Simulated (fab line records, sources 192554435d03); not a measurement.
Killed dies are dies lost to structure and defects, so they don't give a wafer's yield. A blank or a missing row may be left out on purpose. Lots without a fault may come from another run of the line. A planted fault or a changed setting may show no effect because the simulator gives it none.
fab line records | flow n5_finfet
record lots=24 wafers=72 last_day=17
route steps=1938 shown MOL_CONTACT_COAG@526
lots that met no fault: from a run of the same line without faults
start_h: hours from the record's first day to the start of the lot's first wafer shown | wait_h: hours since the lot's step before | " the same as in the row above | L1.1+2: a row that stands for several wafers | - no value, or no start given | * or withheld: withheld | < > ~ a bound
route shown NAME@n: a module of which the file shows steps, and the number in the route of the first | usual: mean/standard deviation of fault-free wafers | same: alike in all rows | chamber/n: place in a boat | sites: the reading at each site | _std_site: their standard deviation | _edge_site: outer sites' mean less inner sites' | radius_mm: how far each site lies from the wafer's centre | mask NAME#n: copy n | behind: the tool/chamber that last shaped the wafer | hold: why the lot was held/for how many hours/how that ended | device: the transistor (n, p or np) that didn't switch | end of line: the same wafers' tests at the end of the route | a step without rows: its recipe alone | killed: dies lost to structure and defects at the first sort, not the wafer's yield | map: a wafer's dies, x killed, . not, _ none there
set.NAME: the setting as run; set.NAME@STEP: as run at that earlier step | model.NAME: the simulator's own value behind a step, which no gauge read
steps of the route over a sample of lots; a table a step, a row a wafer
services: from which hour (start_h, from the record's first day; less than 0 if before it) a tool's chamber was out of use, for how many hours, and why
## steps
# step N5_MOL_CONTACT_COAG_CD_MEAS_08
# recipe target_cd_nm=28 landing_energy_ev=500 detector=se_inlens polarity=opening
# usual cd_nm=28.0/0.33
# columns lot.wafer tool chamber start_h wait_h cd_nm
L074.2 cd_sem-03 0 92.06 - 27.9
L074.3 " 0 " " 28.1
L074.4 " 0 " " 28.1
L075.1 cd_sem-01 0 94.12 - 28.2
L075.5 " 0 " " 28.1
L075.6 " 0 " " 27.6
L076.3 cd_sem-01 0 98.38 - 27.8
L076.4 " 0 " " 27.7
L076.6 " 0 " " 27.5
L077.3 cd_sem-01 0 106.75 - 27.9
L077.4 " 0 " " 28.2
L077.6 " 0 " " 27.8
L078.1 cd_sem-01 0 113.70 - 28.2
L078.5 " 0 " " 28.1
L078.6 " 0 " " 27.9
L079.2 cd_sem-01 0 121.88 - 28.5
L079.4 " 0 " " 28.2
L079.6 " 0 " " 28.3
L080.4 cd_sem-01 0 130.09 - 27.2
L080.5 " 0 " " 28.0
L080.6 " 0 " " 27.4
L081.1 cd_sem-03 0 130.70 - 28.8
L081.2 " 0 " " 28.4
L081.5 " 0 " " 28.0
L082.1 cd_sem-03 0 141.39 - 28.2
L082.3 " 0 " " 27.7
L082.5 " 0 " " 27.6
L083.1 cd_sem-01 0 142.66 - 27.5
L083.3 " 0 " " 28.2
L083.5 " 0 " " 27.9
L084.3 cd_sem-03 0 149.48 - 28.0
L084.4 " 0 " " 27.8
L084.5 " 0 " " 27.7
L085.1 cd_sem-02 0 154.93 - 27.7
L085.4 " 0 " " 27.6
L085.5 " 0 " " 28.4
L086.2 cd_sem-03 0 159.51 - 27.9
L086.5 " 0 " " 28.0
L086.6 " 0 " " 28.2
L087.1 cd_sem-02 0 166.07 - 28.2
L087.4 " 0 " " 28.1
L087.5 " 0 " " 28.1
L088.2 cd_sem-02 0 170.74 - 27.9
L088.4 " 0 " " 27.8
L088.6 " 0 " " 28.1
L089.2 cd_sem-01 0 176.27 - 28.0
L089.4 " 0 " " 27.8
L089.6 " 0 " " 27.3
L090.3 cd_sem-01 0 182.27 - 28.3
L090.5 " 0 " " 28.2
L090.6 " 0 " " 28.2
L091.1 cd_sem-01 0 188.57 - 27.9
L091.2 " 0 " " 27.9
L091.6 " 0 " " 27.6
L092.3 cd_sem-01 0 194.85 - 28.4
L092.4 " 0 " " 27.9
L092.5 " 0 " " 28.7
L093.2 cd_sem-03 0 200.38 - 27.9
L093.4 " 0 " " 27.9
L093.5 " 0 " " 27.8
L094.1 cd_sem-01 0 205.90 - 27.5
L094.2 " 0 " " 27.9
L094.4 " 0 " " 27.9
L095.1 cd_sem-02 0 212.07 - 28.0
L095.4 " 0 " " 27.7
L095.5 " 0 " " 27.4
L096.1 cd_sem-02 0 220.11 - 27.8
L096.2 " 0 " " 28.1
L096.3 " 0 " " 27.5
L097.1 cd_sem-03 0 227.38 - 28.3
L097.2 " 0 " " 28.3
L097.6 " 0 " " 27.8
# step N5_MOL_CONTACT_COAG_OVL_MEAS_09
# recipe points_per_wafer=522
# usual CA_OVL=0.5/0.63
# columns lot.wafer tool chamber start_h wait_h CA_OVL[nm]
L074.2 overlay-01 0 92.09 0.0 -0.2
L074.3 " 0 " " 0.4
L074.4 " 0 " " 0.4
L075.1 overlay-02 0 94.15 0.0 -0.3
L075.5 " 0 " " -0.5
L075.6 " 0 " " 0.5
L076.3 overlay-02 0 98.42 0.0 0.2
L076.4 " 0 " " -0.4
L076.6 " 0 " " -0.3
L077.3 overlay-02 0 106.79 0.0 1.2
L077.4 " 0 " " 0.1
L077.6 " 0 " " 0.4
L078.1 overlay-01 0 113.73 0.0 1.5
L078.5 " 0 " " 1.1
L078.6 " 0 " " 1.3
L079.2 overlay-02 0 121.92 0.0 0.4
L079.4 " 0 " " 1.1
L079.6 " 0 " " 0.3
L080.4 overlay-02 0 130.14 0.0 0.4
L080.5 " 0 " " 0.0
L080.6 " 0 " " 0.3
L081.1 overlay-01 0 130.73 0.0 0.7
L081.2 " 0 " " -0.4
L081.5 " 0 " " 0.1
L082.1 overlay-01 0 141.42 0.0 -0.1
L082.3 " 0 " " 0.1
L082.5 " 0 " " -0.1
L083.1 overlay-02 0 142.69 0.0 0.2
L083.3 " 0 " " 0.2
L083.5 " 0 " " -0.2
L084.3 overlay-01 0 149.52 0.0 -0.1
L084.4 " 0 " " 0.7
L084.5 " 0 " " 0.0
L085.1 overlay-02 0 154.96 0.0 0.0
L085.4 " 0 " " 0.1
L085.5 " 0 " " 0.5
L086.2 overlay-02 0 159.55 0.0 0.9
L086.5 " 0 " " 1.7
L086.6 " 0 " " 1.9
L087.1 overlay-01 0 166.11 0.0 2.1
L087.4 " 0 " " 1.3
L087.5 " 0 " " 1.3
L088.2 overlay-02 0 170.77 0.0 0.7
L088.4 " 0 " " 0.1
L088.6 " 0 " " 0.1
L089.2 overlay-01 0 176.30 0.0 0.7
L089.4 " 0 " " 1.6
L089.6 " 0 " " 0.2
L090.3 overlay-01 0 182.31 0.0 0.2
L090.5 " 0 " " 0.8
L090.6 " 0 " " 0.5
L091.1 overlay-01 0 188.60 0.0 0.7
L091.2 " 0 " " 0.2
L091.6 " 0 " " 0.4
L092.3 overlay-01 0 194.89 0.0 -0.1
L092.4 " 0 " " 0.6
L092.5 " 0 " " -0.2
L093.2 overlay-02 0 200.41 0.0 -0.4
L093.4 " 0 " " 0.4
L093.5 " 0 " " 0.5
L094.1 overlay-01 0 205.93 0.0 0.0
L094.2 " 0 " " 1.1
L094.4 " 0 " " 1.5
L095.1 overlay-02 0 212.10 0.0 1.5
L095.4 " 0 " " 0.0
L095.5 " 0 " " 0.4
L096.1 overlay-02 0 220.14 0.0 0.3
L096.2 " 0 " " 0.2
L096.3 " 0 " " 0.4
L097.1 overlay-01 0 227.41 0.0 1.0
L097.2 " 0 " " 0.7
L097.6 " 0 " " 0.5
# step N5_MOL_CONTACT_COAG_DESCUM_88
# recipe chemistry=O2 time_s=7 source_power_w=50 bias_power_w=20 pressure_mtorr=20 rf_frequency_hz=2.712e+07 temp_c=40 resist=CAR-EUV o2_flow_sccm=225
# usual drypump_motor_current_A=5.7/0.32 oes_product_au=0.80/0.075 rf_vpp_V=243.2/1.2 showerhead_plenum_p_Torr=2.10/0.057 throttle_valve_pct=20.3/0.31
# same time_s=7
# columns lot.wafer tool chamber start_h wait_h drypump_motor_current_A oes_product_au rf_hours_counter_h rf_vpp_V showerhead_plenum_p_Torr throttle_valve_pct
L074.2 rie_diel-01 0 101.07 0.0 5.1 0.92 8 244.2 2.16 20.3
L074.3 " 3 " " 5.5 0.89 36 243.2 2.14 20.6
L074.4 " 2 " " 5.9 0.70 215 242.0 1.97 20.8
L075.1 rie_diel-04 2 104.76 0.0 5.5 0.72 171 244.9 2.13 19.9
L075.5 " 2 " " 5.5 0.72 - 242.5 2.13 19.9
L075.6 " 3 " " 6.1 0.82 - 242.9 2.04 20.2
L076.3 rie_diel-06 2 109.82 0.0 5.7 0.85 59 242.9 2.11 20.5
L076.4 " 1 " " 5.9 0.69 226 243.6 2.13 20.5
L076.6 " 0 " " 5.6 0.86 - 242.6 2.02 19.7
L077.3 rie_diel-04 1 118.09 0.5 5.4 0.71 192 242.4 2.09 20.4
L077.4 " 3 " " 6.1 0.82 59 241.8 2.04 20.2
L077.6 " 0 " " 6.2 0.91 - 244.5 2.15 20.2
L078.1 rie_diel-04 0 124.26 0.0 6.2 0.90 24 243.9 2.14 20.2
L078.5 " 2 " " 5.5 0.72 - 245.3 2.13 19.9
L078.6 " 1 " " 5.4 0.71 - 243.8 2.09 20.3
L079.2 rie_diel-06 3 133.82 0.1 6.0 0.82 82 243.8 2.11 20.2
L079.4 " 0 " " 5.5 0.85 35 240.2 2.02 19.8
L079.6 " 0 " " 5.5 0.85 - 241.6 2.02 19.8
L081.1 rie_diel-01 2 140.32 0.0 5.8 0.69 229 242.0 1.97 20.8
L081.2 " 0 " " 5.1 0.89 22 244.3 2.15 20.4
L081.5 " 3 " " 5.5 0.88 - 243.7 2.14 20.6
L080.4 rie_diel-01 1 140.68 0.0 5.5 0.75 183 242.4 2.18 20.9
L080.5 " 1 " " 5.5 0.75 - 245.5 2.18 20.9
L080.6 " 0 " " 5.1 0.88 - 243.7 2.15 20.4
L082.1 rie_diel-06 3 151.51 0.0 6.0 0.83 88 241.7 2.11 20.2
L082.3 " 2 " " 5.6 0.85 74 243.1 2.11 20.5
L082.5 " 0 " " 5.5 0.85 - 244.1 2.02 19.8
L083.1 rie_diel-04 1 152.29 0.2 5.4 0.69 205 243.1 2.08 20.3
L083.3 " 2 " " 5.5 0.71 187 244.4 2.13 19.9
L083.5 " 0 " " 6.2 0.89 - 244.2 2.14 20.2
L084.3 rie_diel-04 3 159.20 0.0 6.2 0.80 74 241.0 2.03 20.2
L084.4 " 0 " " 6.2 0.89 36 243.3 2.14 20.2
L084.5 " 1 " " 5.4 0.69 - 241.5 2.08 20.3
L085.1 rie_diel-01 1 168.10 0.3 5.6 0.74 192 242.9 2.18 20.9
L085.4 " 2 " " 5.8 0.68 239 243.0 1.96 20.8
L085.5 " 1 " " 5.6 0.74 - 244.4 2.18 20.9
L086.2 rie_diel-06 2 171.72 0.0 5.6 0.83 82 244.6 2.10 20.5
L086.5 " 2 " " 5.7 0.84 - 243.9 2.10 20.5
L086.6 " 1 " " 5.9 0.67 - 243.8 2.12 20.5
L087.1 rie_diel-06 1 178.44 0.0 5.9 0.66 252 243.4 2.12 20.5
L087.4 " 3 " " 6.1 0.81 98 244.0 2.11 20.2
L087.5 " 2 " " 5.7 0.83 - 243.8 2.10 20.5
L088.2 rie_diel-01 3 183.23 0.2 5.5 0.84 65 243.8 2.13 20.6
L088.4 " 2 " " 5.8 0.67 244 242.1 1.96 20.8
L088.6 " 0 " " 5.1 0.87 - 244.3 2.15 20.4
L089.2 rie_diel-06 0 187.46 0.5 5.6 0.83 51 242.9 2.01 19.8
L089.4 " 2 " " 5.7 0.83 - 244.5 2.10 20.5
L089.6 " 0 " " 5.6 0.84 - 242.1 2.01 19.8
L090.3 rie_diel-06 2 191.71 0.1 5.7 0.83 90 244.1 2.10 20.5
L090.5 " 3 " " 6.1 0.82 - 242.3 2.10 20.2
L090.6 " 2 " " 5.7 0.82 - 242.7 2.10 20.5
L091.1 rie_diel-01 1 198.39 0.0 5.6 0.74 200 244.4 2.17 20.9
L091.2 " 2 " " 5.8 0.67 250 241.6 1.96 20.8
L091.6 " 2 " " 5.9 0.67 - 241.1 1.96 20.8
L092.3 rie_diel-06 2 204.02 0.0 5.7 0.82 95 243.2 2.10 20.5
L092.4 " 2 " " 5.6 0.82 - 243.5 2.10 20.5
L092.5 " 0 " " 5.6 0.83 - 240.9 2.01 19.8
L093.2 rie_diel-01 0 211.53 0.2 5.1 0.86 45 243.0 2.14 20.4
L093.4 " 0 " " 5.1 0.85 - 245.0 2.14 20.4
L093.5 " 3 " " 5.5 0.83 - 243.4 2.13 20.6
L094.1 rie_diel-04 2 214.47 0.2 5.5 0.70 207 244.7 2.12 20.0
L094.2 " 1 " " 5.4 0.69 223 242.6 2.08 20.4
L094.4 " 0 " " 6.2 0.87 56 244.3 2.13 20.2
L095.1 rie_diel-04 1 220.68 0.0 5.5 0.68 225 242.6 2.08 20.4
L095.4 " 0 " " 6.2 0.87 58 243.2 2.13 20.2
L095.5 " 2 " " 5.5 0.69 - 244.0 2.12 20.0
L096.1 rie_diel-01 3 230.76 0.0 5.5 0.82 86 244.5 2.12 20.6
L096.2 " 2 " " 5.8 0.95 7 244.6 2.22 20.5
L096.3 " 0 " " 5.1 0.84 52 244.0 2.14 20.4
L097.1 rie_diel-04 3 239.02 0.0 6.1 0.77 100 242.0 2.02 20.3
L097.2 " 1 " " 5.4 0.68 231 242.3 2.08 20.4
L097.6 " 0 " " 6.2 0.86 - 242.9 2.13 20.2
# step N5_MOL_CONTACT_COAG_ETCH_91
# recipe chemistry=N2/H2 target=SOC target_depth_a=600 overetch_a=210 mask_material=SiARC temp_c=40 time_s=101.2 ion_energy_ev=200 pressure_mtorr=30 source_w=840 bias_w=150 n2_flow_sccm=200 h2_flow_sccm=200
# usual drypump_motor_current_A=5.70/0.28 oes_product_au=0.67/0.059 rf_vpp_V=524.3/2.1 showerhead_plenum_p_Torr=2.56/0.071 throttle_valve_pct=17.86/0.25
# same time_s=101.2
# columns lot.wafer tool chamber start_h wait_h drypump_motor_current_A oes_product_au rf_hours_counter_h rf_vpp_V showerhead_plenum_p_Torr throttle_valve_pct
L074.2 rie_diel-06 0 101.41 0.0 5.54 0.74 25 521.7 2.52 17.65
L074.3 " 2 " " 5.69 0.72 55 524.3 2.56 17.77
L074.4 " 1 " " 5.95 0.58 222 526.0 2.61 17.94
L075.1 rie_diel-04 0 105.16 0.0 6.23 0.75 18 524.0 2.61 17.59
L075.5 " 1 " " 5.42 0.60 - 522.4 2.52 17.57
L075.6 " 2 " " 5.46 0.61 - 525.6 2.65 17.61
L076.3 rie_diel-01 3 110.17 0.0 5.51 0.73 39 524.9 2.59 17.88
L076.4 " 2 " " 5.83 0.58 218 520.0 2.42 18.25
L076.6 " 2 " " 5.83 0.59 - 520.1 2.42 18.27
L077.3 rie_diel-04 0 118.50 0.0 6.20 0.75 22 525.9 2.61 17.62
L077.4 " 3 " " 6.18 0.69 60 523.3 2.45 17.50
L077.6 " 0 " " 6.22 0.75 - 524.2 2.61 17.59
L078.1 rie_diel-01 1 124.61 0.0 5.57 0.62 177 528.1 2.65 18.32
L078.5 " 3 " " 5.52 0.72 - 525.3 2.59 17.89
L078.6 " 0 " " 5.14 0.76 - 525.6 2.64 17.86
L079.2 rie_diel-01 1 134.16 0.0 5.57 0.62 180 526.5 2.65 18.33
L079.4 " 0 " " 5.14 0.75 19 525.2 2.64 17.88
L079.6 " 1 " " 5.57 0.62 - 524.6 2.65 18.33
L081.1 rie_diel-06 0 140.67 0.0 5.58 0.72 38 521.4 2.51 17.67
L081.2 " 1 " " 5.94 0.57 236 525.0 2.60 17.95
L081.5 " 2 " " 5.68 0.70 - 524.9 2.56 17.82
L080.4 rie_diel-06 0 141.03 0.0 5.52 0.72 38 521.9 2.51 17.66
L080.5 " 1 " " 5.93 0.57 - 526.8 2.60 17.95
L080.6 " 0 " " 5.59 0.72 - 522.2 2.51 17.66
L082.1 rie_diel-01 0 151.90 0.0 5.13 0.74 25 524.7 2.63 17.86
L082.3 " 1 " " 5.58 0.62 186 527.5 2.65 18.33
L082.5 " 3 " " 5.55 0.72 - 524.1 2.58 17.90
L083.1 rie_diel-06 2 152.65 0.0 5.68 0.70 74 524.2 2.55 17.83
L083.3 " 3 " " 6.05 0.70 89 523.7 2.57 17.58
L083.5 " 0 " " 5.57 0.71 - 521.4 2.51 17.68
L084.3 rie_diel-06 3 159.55 0.0 6.09 0.69 92 524.9 2.56 17.61
L084.4 " 3 " " 6.05 0.70 - 523.6 2.56 17.58
L084.5 " 2 " " 5.67 0.69 - 526.1 2.55 17.82
L085.1 rie_diel-06 3 168.45 0.0 6.06 0.70 96 524.7 2.56 17.59
L085.4 " 3 " " 6.06 0.69 - 525.1 2.56 17.58
L085.5 " 1 " " 5.93 0.57 - 526.2 2.60 17.98
L086.2 rie_diel-01 3 172.06 0.0 5.49 0.71 62 524.3 2.58 17.91
L086.5 " 1 " " 5.57 0.62 - 525.1 2.65 18.36
L086.6 " 2 " " 5.86 0.58 - 520.5 2.41 18.31
L087.1 rie_diel-01 0 178.79 0.0 5.13 0.72 35 525.2 2.63 17.88
L087.4 " 2 " " 5.84 0.58 - 520.7 2.41 18.30
L087.5 " 3 " " 5.54 0.71 - 524.4 2.58 17.92
L088.2 rie_diel-04 2 183.68 0.0 5.48 0.59 196 526.7 2.64 17.66
L088.4 " 1 " " 5.43 0.58 216 523.2 2.51 17.59
L088.6 " 2 " " 5.48 0.59 - 525.7 2.64 17.64
L089.2 rie_diel-06 0 187.99 0.0 5.58 0.70 52 523.0 2.51 17.69
L089.4 " 2 " " 5.68 0.68 - 524.7 2.55 17.84
L089.6 " 0 " " 5.56 0.70 - 521.6 2.51 17.69
L090.3 rie_diel-01 0 192.06 0.0 5.13 0.72 38 526.2 2.63 17.90
L090.5 " 2 " " 5.87 0.57 - 519.7 2.40 18.31
L090.6 " 1 " " 5.57 0.62 - 527.8 2.64 18.35
L091.1 rie_diel-06 3 198.74 0.0 6.06 0.68 108 524.3 2.56 17.61
L091.2 " 0 " " 5.56 0.69 57 521.9 2.51 17.70
L091.6 " 3 " " 6.02 0.68 - 523.3 2.56 17.61
L092.3 rie_diel-06 3 204.36 0.0 6.04 0.69 110 525.6 2.56 17.62
L092.4 " 3 " " 6.05 0.68 - 523.9 2.56 17.61
L092.5 " 2 " " 5.66 0.68 - 523.0 2.55 17.84
L093.2 rie_diel-06 3 211.88 0.0 6.04 0.67 114 525.6 2.55 17.62
L093.4 " 2 " " 5.68 0.68 - 526.2 2.54 17.86
L093.5 " 3 " " 6.05 0.68 - 525.6 2.55 17.60
L094.1 rie_diel-06 2 214.83 0.0 5.65 0.67 101 523.9 2.54 17.86
L094.2 " 3 " " 6.04 0.68 115 524.6 2.55 17.63
L094.4 " 0 " " 5.54 0.69 - 521.9 2.50 17.70
L095.1 rie_diel-01 3 221.03 0.0 5.43 0.69 82 526.8 2.57 17.93
L095.4 " 0 " " 5.13 0.70 49 524.9 2.62 17.92
L095.5 " 3 " " 5.47 0.69 - 525.2 2.57 17.96
L096.1 rie_diel-06 2 231.55 0.0 5.68 0.67 107 525.2 2.54 17.88
L096.2 " 0 " " 5.54 0.68 70 521.4 2.50 17.72
L096.3 " 3 " " 6.08 0.68 121 525.1 2.55 17.64
L097.1 rie_diel-01 0 239.40 0.0 5.13 0.70 55 525.2 2.62 17.94
L097.2 " 1 " " 5.58 0.60 218 526.6 2.64 18.39
L097.6 " 2 " " 5.85 0.79 - 529.3 2.72 17.97
# step N5_MOL_CONTACT_COAG_INSPECT_42
# recipe mode=adi inspect_instrument=brightfield
# usual raw_defect_count=196/50
# columns lot.wafer tool chamber start_h wait_h raw_defect_count
L074.2 defect_inspect-01 - 102.40 0.0 253
L074.3 " - " " 173
L074.4 " - " " 329
L075.1 defect_inspect-02 - 106.16 0.1 212
L075.5 " - " " 268
L075.6 " - " " 261
L076.3 defect_inspect-02 - 111.16 0.0 249
L076.4 " - " " 272
L076.6 " - " " 198
L077.3 defect_inspect-01 - 119.36 0.0 235
L077.4 " - " " 208
L077.6 " - " " 222
L078.1 defect_inspect-02 - 125.47 0.1 237
L078.5 " - " " 215
L078.6 " - " " 182
L079.2 defect_inspect-02 - 135.03 0.0 257
L079.4 " - " " 187
L079.6 " - " " 242
L081.1 defect_inspect-01 - 141.66 0.1 159
L081.2 " - " " 146
L081.5 " - " " 204
L080.4 defect_inspect-01 - 141.89 0.0 181
L080.5 " - " " 281
L080.6 " - " " 214
L082.1 defect_inspect-01 - 152.89 0.1 331
L082.3 " - " " 248
L082.5 " - " " 257
L083.1 defect_inspect-01 - 153.64 0.1 184
L083.3 " - " " 124
L083.5 " - " " 121
L084.3 defect_inspect-02 - 160.42 0.0 204
L084.4 " - " " 137
L084.5 " - " " 142
L085.1 defect_inspect-01 - 169.44 0.1 131
L085.4 " - " " 143
L085.5 " - " " 209
L086.2 defect_inspect-01 - 173.05 0.0 253
L086.5 " - " " 219
L086.6 " - " " 176
L087.1 defect_inspect-02 - 179.69 0.1 145
L087.4 " - " " 139
L087.5 " - " " 176
L088.2 defect_inspect-01 - 184.69 0.1 242
L088.4 " - " " 187
L088.6 " - " " 180
L089.2 defect_inspect-01 - 189.01 0.0 205
L089.4 " - " " 216
L089.6 " - " " 196
L090.3 defect_inspect-02 - 193.06 0.0 187
L090.5 " - " " 177
L090.6 " - " " 136
L091.1 defect_inspect-02 - 199.60 0.1 139
L091.2 " - " " 215
L091.6 " - " " 163
L092.3 defect_inspect-01 - 205.23 0.0 201
L092.4 " - " " 216
L092.5 " - " " 216
L093.2 defect_inspect-02 - 212.97 0.0 131
L093.4 " - " " 159
L093.5 " - " " 160
L094.1 defect_inspect-02 - 215.74 0.1 184
L094.2 " - " " 169
L094.4 " - " " 161
L095.1 defect_inspect-02 - 221.93 0.1 201
L095.4 " - " " 210
L095.5 " - " " 328
L096.1 defect_inspect-01 - 232.55 0.1 121
L096.2 " - " " 154
L096.3 " - " " 191
L097.1 defect_inspect-01 - 240.36 0.1 225
L097.2 " - " " 220
L097.6 " - " " 208
# step N5_MOL_CONTACT_COAG_ETCHBACK_136
# recipe chemistry=CHF3 target=SiO2 target_depth_a=250 time_s=16.7 ion_energy_ev=200 pressure_mtorr=30 source_w=610 bias_w=170 Ar_flow_sccm=200 CHF3_flow_sccm=50
# usual drypump_motor_current_A=5.66/0.29 oes_product_au=0.80/0.081 rf_vpp_V=527/17 showerhead_plenum_p_Torr=2.40/0.062 throttle_valve_pct=18.75/0.3
# same time_s=16.7
# columns lot.wafer tool chamber start_h wait_h drypump_motor_current_A oes_product_au rf_hours_counter_h rf_vpp_V showerhead_plenum_p_Torr throttle_valve_pct
L074.2 rie_diel-01 2 102.89 0.0 5.89 0.68 216 516 2.29 19.27
L074.3 " 1 " " 5.56 0.75 170 537 2.45 18.93
L074.4 " 0 " " 5.12 0.93 9 510 2.42 18.45
L075.1 rie_diel-01 3 106.81 0.0 5.50 0.88 38 539 2.40 18.67
L075.5 " 2 " " 5.84 0.68 - 519 2.29 19.27
L075.6 " 1 " " 5.56 0.74 - 539 2.45 18.94
L076.3 rie_diel-01 0 112.14 0.0 5.11 0.92 11 508 2.42 18.47
L076.4 " 2 " " 5.85 0.69 219 518 2.29 19.29
L076.6 " 1 " " 5.55 0.75 - 539 2.45 18.95
L077.3 rie_diel-01 0 120.43 0.0 5.12 0.92 14 509 2.42 18.48
L077.4 " 1 " " 5.55 0.75 175 539 2.45 18.94
L077.6 " 1 " " 5.56 0.74 - 539 2.45 18.94
L078.1 rie_diel-06 3 126.13 0.0 6.07 0.83 80 503 2.41 18.54
L078.5 " 1 " " 5.92 0.69 - 517 2.46 19.01
L078.6 " 2 " " 5.67 0.87 - 528 2.43 18.91
L079.2 rie_diel-06 2 135.59 0.0 5.65 0.85 69 530 2.42 18.92
L079.4 " 1 " " 5.93 0.68 234 517 2.46 18.99
L079.6 " 3 " " 6.05 0.83 - 502 2.41 18.56
L081.1 rie_diel-04 1 142.19 0.0 5.43 0.70 202 540 2.37 18.67
L081.2 " 0 " " 6.23 0.90 31 546 2.42 18.36
L081.5 " 1 " " 5.48 0.71 - 539 2.37 18.67
L080.4 rie_diel-01 0 142.40 0.0 5.13 0.89 23 509 2.42 18.49
L080.5 " 2 " " 5.86 0.67 - 516 2.28 19.31
L080.6 " 1 " " 5.56 0.73 - 539 2.44 18.97
L082.1 rie_diel-01 0 153.42 0.0 5.14 0.90 26 508 2.41 18.46
L082.3 " 1 " " 5.56 0.73 187 536 2.44 18.96
L082.5 " 1 " " 5.56 0.74 - 538 2.44 18.96
L083.1 rie_diel-01 1 154.11 0.0 5.57 0.73 187 538 2.44 18.94
L083.3 " 3 " " 5.53 0.86 54 538 2.39 18.71
L083.5 " 2 " " 5.85 0.67 - 518 2.28 19.30
L084.3 rie_diel-06 3 161.08 0.0 6.04 0.82 93 500 2.41 18.58
L084.4 " 3 " " 6.02 0.82 - 504 2.41 18.58
L084.5 " 1 " " 5.92 0.68 - 516 2.45 19.01
L085.1 rie_diel-01 2 169.91 0.0 5.82 0.68 240 516 2.28 19.32
L085.4 " 1 " " 5.57 0.74 193 539 2.44 18.97
L085.5 " 2 " " 5.80 0.68 - 518 2.28 19.32
L086.2 rie_diel-06 0 173.68 0.0 5.57 0.84 46 559 2.32 18.23
L086.5 " 3 " " 6.05 0.82 - 502 2.41 18.59
L086.6 " 0 " " 5.57 0.84 - 558 2.32 18.24
L087.1 rie_diel-04 3 181.09 0.0 6.15 0.79 79 528 2.33 18.66
L087.4 " 2 " " 5.50 0.71 196 503 2.46 18.52
L087.5 " 1 " " 5.39 0.69 - 539 2.37 18.68
L088.2 rie_diel-04 0 185.24 0.0 6.23 0.87 45 544 2.41 18.38
L088.4 " 3 " " 6.15 0.78 81 525 2.33 18.66
L088.6 " 3 " " 6.15 0.79 - 526 2.33 18.66
L089.2 rie_diel-01 1 190.63 0.0 5.56 0.74 198 538 2.44 18.98
L089.4 " 0 " " 5.13 0.88 38 509 2.41 18.50
L089.6 " 1 " " 5.56 0.74 - 538 2.44 18.96
L090.3 rie_diel-04 2 193.66 0.0 5.46 0.71 200 502 2.46 18.54
L090.5 " 0 " " 6.24 0.86 - 544 2.41 18.38
L090.6 " 3 " " 6.15 0.79 - 526 2.33 18.67
L091.1 rie_diel-06 3 200.26 0.0 6.05 0.81 109 503 2.40 18.61
L091.2 " 0 " " 5.52 0.83 58 558 2.31 18.26
L091.6 " 0 " " 5.51 0.83 - 558 2.31 18.25
L092.3 rie_diel-06 0 205.70 0.0 5.60 0.82 60 557 2.31 18.27
L092.4 " 3 " " 6.05 0.81 - 502 2.40 18.62
L092.5 " 0 " " 5.57 0.83 - 558 2.31 18.26
L093.2 rie_diel-06 2 213.70 0.0 5.65 0.83 100 527 2.41 18.96
L093.4 " 0 " " 5.59 0.80 - 556 2.31 18.26
L093.5 " 2 " " 5.65 0.83 - 527 2.41 18.96
L094.1 rie_diel-01 0 216.35 0.0 5.13 0.86 47 508 2.41 18.51
L094.2 " 3 " " 5.55 0.82 80 537 2.38 18.76
L094.4 " 2 " " 5.86 0.98 1 527 2.56 18.96
L095.1 rie_diel-01 0 222.41 0.0 5.13 0.86 49 509 2.40 18.53
L095.4 " 2 " " 5.87 0.96 3 526 2.56 18.98
L095.5 " 1 " " 5.55 0.72 - 538 2.43 19.00
L096.1 rie_diel-06 2 233.02 0.0 5.66 0.81 107 527 2.41 18.98
L096.2 " 0 " " 5.57 0.81 71 557 2.31 18.29
L096.3 " 3 " " 6.04 0.79 121 504 2.40 18.62
L097.1 rie_diel-01 0 241.77 0.0 5.13 0.84 56 508 2.40 18.54
L097.2 " 3 " " 5.57 0.81 89 537 2.38 18.78
L097.6 " 0 " " 5.13 0.85 - 507 2.40 18.54
## services
# columns tool chamber start_h hours kind
rie_diel-04 0 102.22 2.3 repair
rie_diel-06 0 155.65 13.1 repair
rie_diel-01 1 173.91 5.0 repair
rie_diel-06 1 187.11 16.2 repair
rie_diel-01 2 201.16 - clean
rie_diel-01 2 201.16 - consumable_replace:focus_ring
rie_diel-01 2 201.16 - consumable_replace:showerhead
rie_diel-01 2 201.16 13.0 scheduled_down
rie_diel-01 2 201.16 13.0 vent_cycle
rie_diel-04 1 204.77 9.1 repair
## key
fault none
